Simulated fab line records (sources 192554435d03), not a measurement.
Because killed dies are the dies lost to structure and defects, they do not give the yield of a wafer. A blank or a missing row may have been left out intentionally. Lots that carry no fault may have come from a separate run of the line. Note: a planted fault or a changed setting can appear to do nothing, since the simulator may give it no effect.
Lot-split experiment | flow n5 finfet | 7 lots, 21 wafers read, on a route of 1938 steps

== THE SPLIT ITSELF ==
At N5_BEOL_M6_ETCH_62 (etches SOC in N2/H2, target depth 110 nm, overetch 22 nm, time 165 s), the setting time s was moved away from the recipe's 165 s on 5 of the 21 wafers read, by -13.6% to +14.7%. All remaining wafers had this setting at the recipe value.

The reading comes from the split's own step.

== THE READING ==
SiARC_of_BEOL_M6_COAT_60.thk nm (the simulator's own value, which no gauge read), in nm, at N5_BEOL_M6_ETCH_62 (etches SOC in N2/H2, target depth 110 nm, overetch 22 nm, time 165 s). No usual value for it is given in the file. Here, 16 wafers ran the recipe; their average is 28.3 nm with a standard deviation of 0.22 nm.

wafer  | tool, chamber at the split | time s as run, s | against the recipe | SiARC_of_BEOL_M6_COAT_60.thk nm, nm | against lot-mates on the recipe
L074.1 | rie diel-02, 3             | 165              | recipe             | 28.2                                | -
L074.3 | rie diel-02, 0             | 165              | recipe             | 28.6                                | -
L074.4 | rie diel-02, 2             | 165              | recipe             | 28                                  | -
L081.4 | rie diel-04, 2,3           | 165              | recipe             | 28.4                                | -
L081.6 | rie diel-04, 2,3           | 165              | recipe             | 28.4                                | -
L081.5 | rie diel-04, 0             | 187.7            | +13.8%             | 27.4                                | -1.0
L084.1 | rie diel-04, 0,1           | 189.2            | +14.7%             | 27.2                                | -1.0
L084.2 | rie diel-04, 0,1           | 189.2            | +14.7%             | 27.2                                | -1.0
L084.6 | rie diel-04, 3             | 165              | recipe             | 28.2                                | -
L086.3 | rie diel-02, 0             | 142.5            | -13.6%             | 29.4                                | +1.4
L086.4 | rie diel-02, 2,1           | 165              | recipe             | 28                                  | -
L086.5 | rie diel-02, 2,1           | 165              | recipe             | 28                                  | -
L089.2 | rie diel-01, 3             | 149.2            | -9.6%              | 29.4                                | +0.8
L089.3 | rie diel-01, 1             | 165              | recipe             | 28.4                                | -
L089.6 | rie diel-01, 3             | 165              | recipe             | 28.8                                | -
L090.2 | rie diel-04, 2,3,2         | 165              | recipe             | 28.2                                | -
L090.3 | rie diel-04, 2,3,2         | 165              | recipe             | 28.2                                | -
L090.5 | rie diel-04, 2,3,2         | 165              | recipe             | 28.2                                | -
L091.3 | rie diel-01, 2             | 165              | recipe             | 28.4                                | -
L091.6 | rie diel-01, 2             | 165              | recipe             | 28.4                                | -
L091.4 | rie diel-01, 0             | 165              | recipe             | 28.6                                | -
When a row names more than one chamber, that row covers several wafers, and the file does not tell which wafer ran in which chamber.

FIT RESULTS
A straight line over all 21 wafers: SiARC_of_BEOL_M6_COAT_60.thk nm changes by -0.0792 nm for each +1% of time s; r = -0.93; the points scatter about the line by 0.22 nm.
The same after taking each lot's own level away (the mean of its wafers on the recipe; 21 wafers): -0.0787 nm for each +1%; r = -0.96; scatter 0.15 nm.
That fit puts the effect of the largest move of time s on the reading at 1.2 nm.
The span of the lots' own levels, 28.00 to 28.60 nm, comes to 2.7 times the standard deviation stated above.
So the lot-to-lot level changes the slope little: the two slopes agree.
Check: -1.16 nm against its lot-mates is what the line predicts for one of the wafers moved furthest among these (+14.7%) when that wafer is left out of the fit. Against them it came out at -1 nm.

== THESE WAFERS: OTHER SPLITS ==
Before the reading, these wafers also passed through other splits. Each is held against what the fit with the lots' levels taken away leaves over:
other split on the same wafers   | wafers away from the commonest value | r with SiARC_of_BEOL_M6_COAT_60.thk nm (lot level and that fit taken away)
N5_BEOL_M5_TRENCH_ETCH_37 time s | 7                                    | +0.16

== FILE'S OWN FIT ==
SiARC_of_BEOL_M6_COAT_60.thk nm changes by -0.0809 nm for each +1% of time s, r = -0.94.
